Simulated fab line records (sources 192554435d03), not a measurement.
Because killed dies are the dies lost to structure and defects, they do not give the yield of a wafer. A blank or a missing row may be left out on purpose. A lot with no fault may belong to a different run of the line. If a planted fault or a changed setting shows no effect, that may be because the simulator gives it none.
fab line records	flow n5-finfet
record: lots: 7	wafers: 19	last-day: 16
route steps=1938 shown SD_ACTIVATION@331 ILD0@335 BEOL_M4@1111
lots that met no fault: taken from a fault-free run of the same line
start-h: hours from the record's first day to the start of the lot's first wafer shown	wait-h: hours elapsed since this lot's preceding step	" repeats the value in the row above	L1.1+2: a row that stands for several wafers	- value missing, or start not given	* or withheld: withheld	< > ~ a bound
route shown NAME@n: a module of which the file shows steps, and the number in the route of the first	usual: the fault-free wafers' mean and standard deviation	same: alike in all rows	chamber/n: place in a boat	sites: per-site readings	_std_site: standard deviation of those values	_edge_site: the outer-site mean with the inner-site mean subtracted	radius-mm: how far each site lies from the wafer's centre	mask NAME#n: copy n	behind: the last tool/chamber to shape the wafer	hold: what put the lot on hold/how long, in hours/how the hold closed	device: the n, p or np transistor that did not switch	end of line: tests run on the same wafers once the route is complete	a step with no rows: only its recipe	killed: count of dies lost to structure and defects at first sort (not the wafer's yield)	map: dies across one wafer; x = killed, . = not, _ = none there
set.NAME: the run value of the setting; set.NAME@STEP: its run value at that earlier step	model.NAME: the simulator's own value behind a step, which no gauge read
a table for each step, a row for each wafer; lots at some steps of the route
services: when a tool's chamber went out of use (start-h, in hours from the record's first day, below 0 if earlier), for how many hours, and the reason
== steps ==
step: N5_SD_ACTIVATION_LSA_01
recipe: temp-c: 1080	time-s: 0.0008	ambient: N2
usual: wafer_temp_C_max: 1086.6/1.8
lot.wafer	tool	chamber	start-h	wait-h	wafer_temp_C_max
L576.1	laser-anneal-02	0	79.95	0.2	1087.1
L576.5	"	0	"	"	1086.2
L576.6	"	0	"	"	1084.6
L578.1	laser-anneal-02	0	91.31	0.2	1087.4
L578.5	"	0	"	"	1085.1
L578.6	"	0	"	"	1084.8
L583.1	laser-anneal-01	0	125.76	0.2	1091.3
L583.5	"	0	"	"	1085.5
L583.6	"	0	"	"	1086.9
L586.4	laser-anneal-02	0	140.53	0.2	1083.6
L586.6	"	0	"	"	1083.8
L587.4	laser-anneal-01	0	149.41	0.2	1088.0
L587.6	"	0	"	"	1086.8
L589.1	laser-anneal-01	0	162.37	0.2	1088.9
L589.4	"	0	"	"	1088.3
L589.6	"	0	"	"	1089.1
L592.1	laser-anneal-02	0	176.97	0.2	1085.8
L592.5	"	0	"	"	1085.3
L592.6	"	0	"	"	1084.6
step: N5_SD_ACTIVATION_RS_MEAS_03
recipe: thk-meas-gauge: four-point-probe
usual: RS_SD_N: 21.86/0.28	RS_SD_P: 56.2/0.99
lot.wafer	tool	chamber	start-h	wait-h	RS_SD_N[ohm/sq]	RS_SD_P[ohm/sq]
L576.1	film-metro-01	-	80.16	0.2	22.80	55.5
L576.5	"	-	"	"	22.16	55.7
L576.6	"	-	"	"	22.40	54.9
L578.1	film-metro-02	-	91.51	0.2	21.55	55.1
L578.5	"	-	"	"	21.94	55.0
L578.6	"	-	"	"	21.77	55.6
L583.1	film-metro-02	-	125.96	0.2	22.17	58.4
L583.5	"	-	"	"	21.95	58.1
L583.6	"	-	"	"	22.11	58.4
L586.4	film-metro-02	-	140.72	0.2	21.92	55.2
L586.6	"	-	"	"	21.83	56.4
L587.4	film-metro-02	-	149.59	0.1	21.82	55.9
L587.6	"	-	"	"	21.80	56.0
L589.1	film-metro-01	-	162.58	0.2	21.46	55.7
L589.4	"	-	"	"	21.69	56.2
L589.6	"	-	"	"	21.41	56.3
L592.1	film-metro-02	-	177.17	0.2	21.64	57.6
L592.5	"	-	"	"	21.47	58.0
L592.6	"	-	"	"	21.61	57.1
step: N5_SD_ACTIVATION_INSPECT_02
recipe: inspect-instrument: darkfield	mode: post-anneal
usual: raw-defect-count: 175/36
lot.wafer	tool	chamber	start-h	wait-h	raw-defect-count
L576.1	defect-inspect-01	-	80.48	0.2	120
L576.5	"	-	"	"	155
L576.6	"	-	"	"	149
L578.1	defect-inspect-02	-	91.83	0.2	157
L578.5	"	-	"	"	272
L578.6	"	-	"	"	199
L583.1	defect-inspect-01	-	126.28	0.2	151
L583.5	"	-	"	"	194
L583.6	"	-	"	"	117
L586.4	defect-inspect-02	-	140.98	0.1	194
L586.6	"	-	"	"	204
L587.4	defect-inspect-02	-	149.85	0.1	303
L587.6	"	-	"	"	238
L589.1	defect-inspect-02	-	162.91	0.2	213
L589.4	"	-	"	"	138
L589.6	"	-	"	"	138
L592.1	defect-inspect-02	-	177.49	0.2	137
L592.5	"	-	"	"	183
L592.6	"	-	"	"	161
step: N5_ILD0_LINER_00
recipe: material: SiNx	target-thk-a: 40	temp-c: 400	ald-precursor-family: SiH2I2	ald-co-reactant: N2/H2-plasma	pulse-time-s: 1	purge-time-s: 2	co-reactant-purge-time-s: 2	ald-cycles: 80	pressure-torr: 2
usual: heater-power-w: 878/87	precursor-pulse-height-rel: 1.000/0.021
lot.wafer	tool	chamber	start-h	wait-h	heater-power-w	precursor-pulse-height-rel	since-wet-clean-h
L576.1	ald-sin-03	3	80.51	0.0	891	0.965	361
L576.5	"	1	"	"	1052	1.039	-
L576.6	"	0	"	"	780	0.976	-
L578.1	ald-sin-02	3	91.87	0.0	993	0.968	84
L578.5	"	2	"	"	844	0.986	-
L578.6	"	1	"	"	747	0.979	-
L583.1	ald-sin-02	1	126.32	0.0	772	0.978	118
L583.5	"	1	"	"	774	1.001	-
L583.6	"	2	"	"	845	1.009	-
L586.4	ald-sin-03	3	141.14	0.2	931	1.025	41
L586.6	"	1	"	"	1026	1.021	-
L587.4	ald-sin-01	1	149.88	0.0	825	0.970	339
L587.6	"	0	"	"	845	0.996	-
L589.1	ald-sin-02	3	163.02	0.1	996	1.006	155
L589.4	"	1	"	"	777	0.987	155
L589.6	"	2	"	"	855	0.997	-
L592.1	ald-sin-03	3	177.53	0.0	883	1.004	77
L592.5	"	0	"	"	828	1.024	-
L592.6	"	1	"	"	1024	1.031	-
step: N5_ILD0_FCVD_FILL_01
recipe: material: SiO2_flowable	target-thk-a: 2000	temp-c: 100	pressure-torr: 0.8	rf-w: 2000	time-s: 328.3
step: N5_ILD0_CURE_02
recipe: temp-c: 450	time-s: 1800	ambient: steam	idle-temp-c: 400	ramp-up-c-per-min: 5	ramp-down-c-per-min: 3	densification-p-h2o-torr: 640
step: N5_ILD0_CMP_03
recipe: stop-on: SiNx	t-overpolish-s: 1.9	post-cmp-clean: alkaline-brush	down-force-psi: 4.1491	platen-rpm: 51.796	pad-velocity-m-s: 1.0306	target-thk-nm: 197.38
usual: motor-current-A: 12.0/1.5	overpolish-run-s: 1.899/0.0091	slurry-flow-ml-min: 150.0/0.5	time-to-endpoint-s: 70/3.3
same: t-overpolish-s: 1.9
lot.wafer	tool	chamber	start-h	wait-h	motor-current-A	overpolish-run-s	slurry-flow-ml-min	time-to-endpoint-s
L576.1	cmp-01	3	82.95	0.1	13.4	1.901	149.4	72
L576.5	"	2	"	"	11.7	1.898	150.2	69
L576.6	"	3	"	"	13.5	1.882	149.5	71
L578.1	cmp-01	3	94.64	0.1	13.4	1.892	150.5	71
L578.5	"	2	"	"	11.8	1.892	150.4	69
L578.6	"	3	"	"	13.6	1.904	149.9	69
L583.1	cmp-01	0	128.81	0.1	10.2	1.896	149.5	73
L583.5	"	0	"	"	10.6	1.917	150.0	73
L583.6	"	1	"	"	9.8	1.902	149.9	73
L586.4	cmp-04	1	143.62	0.1	10.7	1.902	149.2	68
L586.6	"	2	"	"	14.3	1.905	150.4	68
L587.4	cmp-01	0	152.25	0.0	10.1	1.879	150.3	71
L587.6	"	0	"	"	11.0	1.910	149.7	70
L589.1	cmp-03	3	165.39	0.0	12.4	1.891	149.8	67
L589.4	"	2	"	"	11.8	1.909	150.6	64
L589.6	"	0	"	"	13.9	1.891	150.1	67
L592.1	cmp-04	1	179.93	0.1	11.7	1.900	151.0	77
L592.5	"	0	"	"	11.5	1.910	150.4	78
L592.6	"	1	"	"	11.2	1.937	150.7	77
step: N5_ILD0_THK_MEAS_04
usual: thk-nm: 197.5/1.1
lot.wafer	tool	chamber	start-h	wait-h	thk-nm
L576.1	film-metro-02	-	83.20	-	198.5
L576.5	"	-	"	"	197.5
L576.6	"	-	"	"	198.9
L578.1	film-metro-01	-	94.90	-	198.8
L578.5	"	-	"	"	196.4
L578.6	"	-	"	"	197.4
L583.1	film-metro-01	-	129.10	-	198.0
L583.5	"	-	"	"	196.6
L583.6	"	-	"	"	195.9
L586.4	film-metro-01	-	143.81	-	197.0
L586.6	"	-	"	"	196.2
L587.4	film-metro-02	-	152.55	-	196.7
L587.6	"	-	"	"	199.4
L589.1	film-metro-01	-	165.68	-	197.4
L589.4	"	-	"	"	196.0
L589.6	"	-	"	"	197.2
L592.1	film-metro-01	-	180.19	-	198.9
L592.5	"	-	"	"	198.9
L592.6	"	-	"	"	197.5
step: N5_ILD0_CMP_07
recipe: stop-on: poly-Si	material: SiO2_flowable	t-overpolish-s: 1.18	post-cmp-clean: alkaline-brush	down-force-psi: 4.1491	platen-rpm: 51.796	pad-velocity-m-s: 1.0306	target-thk-nm: 138.88
usual: motor-current-A: 12.1/1.4	slurry-flow-ml-min: 150.0/0.42
same: t-overpolish-s: 1.18
lot.wafer	tool	chamber	start-h	wait-h	motor-current-A	slurry-flow-ml-min
L576.1	cmp-03	2	83.34	0.1	12.3	149.6
L576.5	"	3	"	"	12.7	150.0
L576.6	"	0	"	"	12.9	150.6
L578.1	cmp-01	1	95.04	0.1	9.6	150.0
L578.5	"	2	"	"	11.8	149.8
L578.6	"	3	"	"	13.0	150.1
L583.1	cmp-01	3	129.39	0.3	13.4	150.1
L583.5	"	0	"	"	10.7	149.2
L583.6	"	1	"	"	10.2	149.8
L586.4	cmp-04	0	143.87	0.1	12.1	150.1
L586.6	"	0	"	"	12.6	149.4
L587.4	cmp-04	2	152.69	0.1	14.5	149.8
L587.6	"	3	"	"	12.1	149.8
L589.4	cmp-01	2	165.71	0.0	11.3	149.2
L589.1	"	3	"	"	13.7	150.4
L589.6	"	3	"	"	13.7	150.4
L592.1	cmp-03	2	180.30	0.1	12.2	150.7
L592.5	"	0	"	"	13.8	149.7
L592.6	"	1	"	"	14.3	150.3
step: N5_ILD0_THK_MEAS_08
usual: thk-nm: 138.6/0.95
lot.wafer	tool	chamber	start-h	wait-h	thk-nm
L576.1	film-metro-02	-	83.52	-	139.4
L576.5	"	-	"	"	138.5
L576.6	"	-	"	"	139.6
L578.1	film-metro-01	-	95.22	-	139.2
L578.5	"	-	"	"	139.0
L578.6	"	-	"	"	140.2
L583.1	film-metro-01	-	129.57	-	140.6
L583.5	"	-	"	"	139.4
L583.6	"	-	"	"	139.5
L586.4	film-metro-02	-	144.13	-	137.1
L586.6	"	-	"	"	137.3
L587.4	film-metro-02	-	152.87	-	138.1
L587.6	"	-	"	"	138.3
L589.1	film-metro-02	-	166.01	-	140.2
L589.4	"	-	"	"	139.6
L589.6	"	-	"	"	139.4
L592.1	film-metro-01	-	180.51	-	137.6
L592.5	"	-	"	"	138.1
L592.6	"	-	"	"	138.1
step: N5_ILD0_PRECLEAN_10
recipe: chemistry: NF3:NH3	afs-cycles: 5	time-s: 20	temp-c: 30	sublimation-temp-c: 180	sublimation-time-s: 60	pressure-torr: 3	rf-power-w: 30
step: N5_ILD0_ALD_15
recipe: material: SiNx	target-thk-a: 240	temp-c: 400	ald-precursor-family: SiH2I2	ald-co-reactant: N2/H2-plasma	pulse-time-s: 1	ald-cycles: 480	purge-time-s: 2	co-reactant-purge-time-s: 2	pressure-torr: 2
usual: ald-cycles: 480/0	heater-power-w: 887/80	precursor-pulse-height-rel: 1.001/0.019
lot.wafer	tool	chamber	start-h	wait-h	ald-cycles	heater-power-w	precursor-pulse-height-rel	since-wet-clean-h	model.SiNx_of_ILD0_ALD_15.thk-nm
L576.1	ald-sin-02	2	84.24	0.6	480	852	1.029	76	24
L576.5	"	0	85.33	1.2	480	834	1.013	-	24
L576.6	"	3	"	"	480	986	0.993	-	24
L578.1	ald-sin-01	1	95.94	0.6	480	832	0.991	285	23.8
L578.5	"	1	97.03	1.2	480	818	0.998	-	23.8
L578.6	"	2	"	"	480	926	0.997	-	23.8
L583.1	ald-sin-01	2	130.48	0.8	369	908	1.011	320	18.4
L583.5	"	3	131.56	1.4	480	1026	1.039	-	24
L583.6	"	0	"	"	480	851	1.003	-	24
L586.4	ald-sin-01	0	145.95	1.3	369	862	1.025	-	18.4
L586.6	"	1	147.04	2.2	480	852	1.007	-	24
L587.4	ald-sin-01	0	153.59	0.2	369	868	1.010	343	18.4
L587.6	"	1	154.67	1.1	480	836	1.036	-	24
L589.1	ald-sin-03	0	166.92	0.8	480	835	0.990	67	24
L589.4	"	2	"	"	480	826	1.025	67	24.2
L589.6	"	0	168.00	1.3	480	822	1.029	-	24
L592.1	ald-sin-02	1	181.25	0.6	480	791	1.001	173	24
L592.5	"	3	182.34	1.2	480	1009	0.998	-	24
L592.6	"	0	"	"	480	816	0.975	-	24
step: N5_ILD0_CMP_12
recipe: stop-on: poly-Si	material: SiNx	t-overpolish-s: 6	post-cmp-clean: alkaline-brush	down-force-psi: 2.5	platen-rpm: 51.8	pad-velocity-m-s: 1.0307	target-thk-nm: 17.67
usual: motor-current-A: 8.9/1.2	slurry-flow-ml-min: 149.9/0.48	time-to-endpoint-s: 28.3/2.2
lot.wafer	tool	chamber	start-h	wait-h	motor-current-A	slurry-flow-ml-min	time-to-endpoint-s
L576.1	cmp-01	0	86.48	1.2	7.9	150.6	27.6
L576.6	"	3	"	"	9.7	150.4	31.4
L576.5	"	0	"	"	8.1	150.9	29.4
L578.1	cmp-01	0	98.18	1.2	7.6	150.0	28.1
L578.6	"	3	"	"	9.5	150.5	27.7
L578.5	"	0	"	"	7.4	149.4	26.9
L583.1	cmp-01	3	132.68	1.1	10.1	150.3	25.5
L583.5	"	3	"	"	10.1	150.2	31.3
L583.6	"	0	"	"	7.7	149.4	30.6
L586.4	cmp-04	2	148.23	1.2	11.7	150.0	19.7
L586.6	"	1	"	"	8.2	150.6	27.7
L587.4	cmp-01	1	155.83	1.2	7.1	150.1	20.0
L587.6	"	0	"	"	7.4	149.8	25.8
L589.1	cmp-01	0	169.12	1.1	7.5	150.2	25.9
L589.4	"	1	"	"	7.1	150.6	23.5
L589.6	"	0	"	"	7.5	150.4	28.4
L592.1	cmp-01	2	183.56	1.2	8.2	149.8	28.0
L592.6	"	3	"	"	10.4	149.8	30.8
L592.5	"	0	"	"	7.9	150.0	28.7
step: N5_ILD0_THK_MEAS_13
usual: thk-nm: 17.6/0.93
lot.wafer	tool	chamber	start-h	wait-h	thk-nm
L576.1	film-metro-02	-	86.74	-	18.7
L576.5	"	-	"	"	18.3
L576.6	"	-	"	"	19.0
L578.1	film-metro-01	-	98.44	-	17.1
L578.5	"	-	"	"	17.7
L578.6	"	-	"	"	18.6
L583.1	film-metro-02	-	132.97	-	18.4
L583.5	"	-	"	"	18.0
L583.6	"	-	"	"	17.5
L586.4	film-metro-02	-	148.45	-	18.5
L586.6	"	-	"	"	17.2
L587.4	film-metro-01	-	156.09	-	18.5
L587.6	"	-	"	"	16.4
L589.1	film-metro-01	-	169.41	-	17.2
L589.4	"	-	"	"	16.6
L589.6	"	-	"	"	17.9
L592.1	film-metro-01	-	183.74	-	18.3
L592.5	"	-	"	"	16.5
L592.6	"	-	"	"	17.4
step: N5_BEOL_M4_RC_MEAS_101
usual: DIBL_N: 36.5/1.4	DIBL_P: 36.9/1.7	IOFF_N: 0.163/0.023	IOFF_P: 0.22/0.032	ION_N: 673/9	ION_P: 462/7.5	SS_N: 71.6/0.54	SS_P: 73.4/0.62	VT_N: 249.8/2.8	VT_P: -250/3.5
lot.wafer	tool	chamber	start-h	wait-h	DIBL_N[mV/V]	DIBL_P[mV/V]	IOFF_N[nA/um]	IOFF_P[nA/um]	ION_N[uA/um]	ION_P[uA/um]	SS_N[mV/dec]	SS_P[mV/dec]	VT_N[mV]	VT_P[mV]
L576.1	prober-01	0	188.00	0.0	36.7	35.4	0.156	0.24	675	472	72.0	73.0	249.7	-245
L576.5	"	0	"	"	35.1	34.0	0.132	0.23	671	469	71.3	72.5	254.2	-244
L576.6	"	0	"	"	37.3	36.6	0.178	0.28	685	480	71.7	73.7	246.4	-240
L578.1	prober-01	0	197.49	0.0	37.2	37.0	0.167	0.21	689	465	71.7	74.4	249.0	-250
L578.5	"	0	"	"	35.1	34.9	0.136	0.18	679	462	71.6	73.6	250.5	-253
L578.6	"	0	"	"	35.8	36.0	0.140	0.20	661	461	71.8	74.8	252.7	-251
L583.1	prober-02	0	246.76	0.0	37.3	38.7	0.190	0.22	684	462	72.1	73.4	245.6	-252
L583.5	"	0	"	"	38.1	39.3	0.207	0.24	676	450	72.2	74.1	245.3	-251
L583.6	"	0	"	"	37.2	38.3	0.183	0.21	676	451	72.1	73.3	247.5	-253
L587.4	prober-01	0	251.01	0.5	36.0	36.3	0.151	0.20	684	466	71.3	73.4	250.4	-251
L587.6	"	0	"	"	37.4	38.5	0.187	0.25	678	468	71.8	74.0	247.0	-248
L586.4	prober-02	0	259.25	0.5	39.0	40.7	0.220	0.30	691	478	71.2	74.4	243.9	-245
L586.6	"	0	"	"	37.0	38.4	0.173	0.25	680	471	71.3	73.1	249.1	-246
L589.1	prober-02	0	276.53	0.0	36.5	38.4	0.171	0.22	669	457	71.6	73.4	248.7	-248
L589.4	"	0	"	"	36.6	38.5	0.178	0.23	683	469	72.6	72.7	249.9	-249
L589.6	"	0	"	"	36.5	38.4	0.169	0.22	681	467	71.5	73.4	249.4	-252
L592.1	prober-02	0	282.12	0.0	34.8	36.2	0.133	0.17	662	451	70.5	73.5	252.7	-255
L592.5	"	0	"	"	34.5	36.6	0.137	0.17	670	450	70.9	73.3	251.2	-252
L592.6	"	0	"	"	34.7	36.0	0.135	0.16	663	451	71.5	72.9	251.8	-258
== services ==
tool	chamber	start-h	hours	kind
laser-anneal-01	-	56.14	1.3	repair
cmp-01	-	69.00	8.9	pm
ald-sin-03	-	86.27	14.0	pm
ald-sin-03	0	86.27	14.0	vent-cycle
ald-sin-03	1	86.27	14.0	vent-cycle
ald-sin-03	2	86.27	14.0	vent-cycle
ald-sin-03	3	86.27	14.0	vent-cycle
cmp-01	-	90.16	0.3	repair
ald-sin-01	-	91.38	0.8	pm
ald-sin-03	0	100.27	-	clean
ald-sin-03	1	100.27	-	clean
cmp-01	-	107.33	3.7	repair
cmp-04	-	111.68	2.5	repair
ald-sin-03	-	126.31	2.5	repair
cmp-03	-	126.99	4.0	pm
cmp-03	-	132.59	14.3	pm
ald-sin-01	3	144.39	2.6	repair
cmp-03	-	162.10	0.6	repair
cmp-04	-	164.33	7.0	pm
ald-sin-01	-	177.73	14.0	pm
ald-sin-01	0	177.73	14.0	vent-cycle
ald-sin-01	1	177.73	18.1	vent-cycle
ald-sin-01	2	177.73	14.0	vent-cycle
ald-sin-01	3	177.73	14.0	vent-cycle
== key ==
first-sign: step: N5_ILD0_ALD_15	reading: ald-cycles	direction: down	sigmas: 99+	usual: *	struck: *
effect: step: N5_ILD0_CMP_12	reading: time-to-endpoint-s	direction: down	sigmas: 3	usual: *	struck: *
model-effect: step: N5_ILD0_ALD_15	value: SiNx_of_ILD0_ALD_15.thk-nm	without: 24	struck: 18.4
met-at N5_ILD0_ALD_15
struck-wafers L583.1,L586.4,L587.4
onset-between 95.94 130.48
fault: kind: process-parameter-drift	tool: ald-sin-01	chamber: -	onset-h: 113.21	steps: N5_ILD0_ALD_15	channel: ald-cycles	offset: *	shape: step	end-h: 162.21	scope: struck-wafers-only	acts-in: *	stated: *
